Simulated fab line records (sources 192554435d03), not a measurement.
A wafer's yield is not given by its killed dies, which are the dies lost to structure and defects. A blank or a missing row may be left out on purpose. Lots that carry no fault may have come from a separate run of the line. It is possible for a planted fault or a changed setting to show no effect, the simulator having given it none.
Split-lot study -- flow n5_finfet -- 21 wafers read across 7 lots, on a route 1938 steps long

## THE SPLIT
At N5_GATE_CUT_CMP_23 (polishes, stops on SiO2, t overpolish 23.4 s, target thk 16 nm), the setting down_force_psi was moved away from the recipe's 2.5 psi on 8 of the 21 wafers read, by +11.7% to +22.5%. The other wafers ran this setting at the recipe's value.

The reading comes from the split's own step.

## THE READING
SiNx_of_GATE_CUT_ALD_22.thk_nm (the simulator's own value, which no gauge read), in nm, at N5_GATE_CUT_CMP_23 (polishes, stops on SiO2, t overpolish 23.4 s, target thk 16 nm). The file does not state a usual value for it. Across the 13 wafers here that went through the recipe, the average is 16.0 nm and the standard deviation 0.072 nm.

wafer,"tool, chamber at the split","down_force_psi as run, psi",against the recipe,"SiNx_of_GATE_CUT_ALD_22.thk_nm, nm",against lot-mates on the recipe
L075.2,"cmp-03, 2",2.792,+11.7%,15.6,-0.4
L075.1,"cmp-03, 3",2.5,recipe,16,-
L075.5,"cmp-03, 0",2.792,+11.7%,15.8,-0.2
L082.1,"cmp-01, 3,0,2",2.5,recipe,16,-
L082.4,"cmp-01, 3,0,2",2.5,recipe,16,-
L082.2,"cmp-01, 3,0,2",2.5,recipe,16,-
L087.3,"cmp-03, 0",2.5,recipe,16,-
L087.5,"cmp-03, 1,2",3.062,+22.5%,15.6,-0.4
L087.6,"cmp-03, 1,2",3.062,+22.5%,15.6,-0.4
L090.4,"cmp-01, 2",3.054,+22.2%,15.6,-0.4
L090.5,"cmp-01, 1,2",2.5,recipe,16,-
L090.6,"cmp-01, 1,2",2.5,recipe,16,-
L091.3,"cmp-02, 0,3",2.5,recipe,16.2,-
L091.5,"cmp-02, 0,3",2.5,recipe,16.2,-
L091.4,"cmp-02, 1",2.5,recipe,16,-
L092.4,"cmp-03, 1,3",2.96,+18.4%,15.6,no lot-mate on the recipe
L092.1,"cmp-03, 1,3",2.96,+18.4%,15.6,no lot-mate on the recipe
L092.5,"cmp-03, 0",2.96,+18.4%,15.8,no lot-mate on the recipe
L097.4,"cmp-03, 1,2,0",2.5,recipe,16,-
L097.3,"cmp-03, 1,2,0",2.5,recipe,16,-
L097.5,"cmp-03, 1,2,0",2.5,recipe,16,-
The file does not say which wafer passed through which chamber wherever a row lists several chambers: such a row stands for several wafers.

THE FIT
A straight line over all 21 wafers: SiNx_of_GATE_CUT_ALD_22.thk_nm changes by -0.02 nm for each +1% of down_force_psi; r = -0.92; the points scatter about the line by 0.084 nm.
The same after taking each lot's own level away (the mean of its wafers on the recipe; 18 wafers): -0.0188 nm for each +1%; r = -0.94; scatter 0.061 nm.
On that fit, the largest move of down_force_psi shifts the reading by 0.42 nm.
Measured against the standard deviation above, the lots' own levels, which go from 16.00 to 16.13 nm, span 1.8 times it.
The two slopes agree, so the slope changes little with the lot-to-lot level.
Check: with one of the wafers moved furthest among these (+22.5%) left out of the fit, the line predicts -0.439 nm for it against its lot-mates. Against them it came out at -0.4 nm.

## ADDITIONAL SPLITS CARRIED BY THESE WAFERS
Before the reading, these wafers also passed through other splits. Each is held against what the fit with the lots' levels taken away leaves over:
other split on the same wafers,wafers away from the commonest value,r with SiNx_of_GATE_CUT_ALD_22.thk_nm (lot level and that fit taken away)
N5_SD_EPI_N_PEB_07 peb_temp_c,5,+0.30
N5_SDB_ETCH_17 bias_w,8,+0.04
N5_HKMG_FIN_COAT_41 spin_rpm,6,+0.12
N5_HKMG_FIN_ETCH_67 target_depth_a,8,+0.45

## FILE'S OWN FIT
SiNx_of_GATE_CUT_ALD_22.thk_nm changes by -0.0189 nm for each +1% of down_force_psi, r = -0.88.
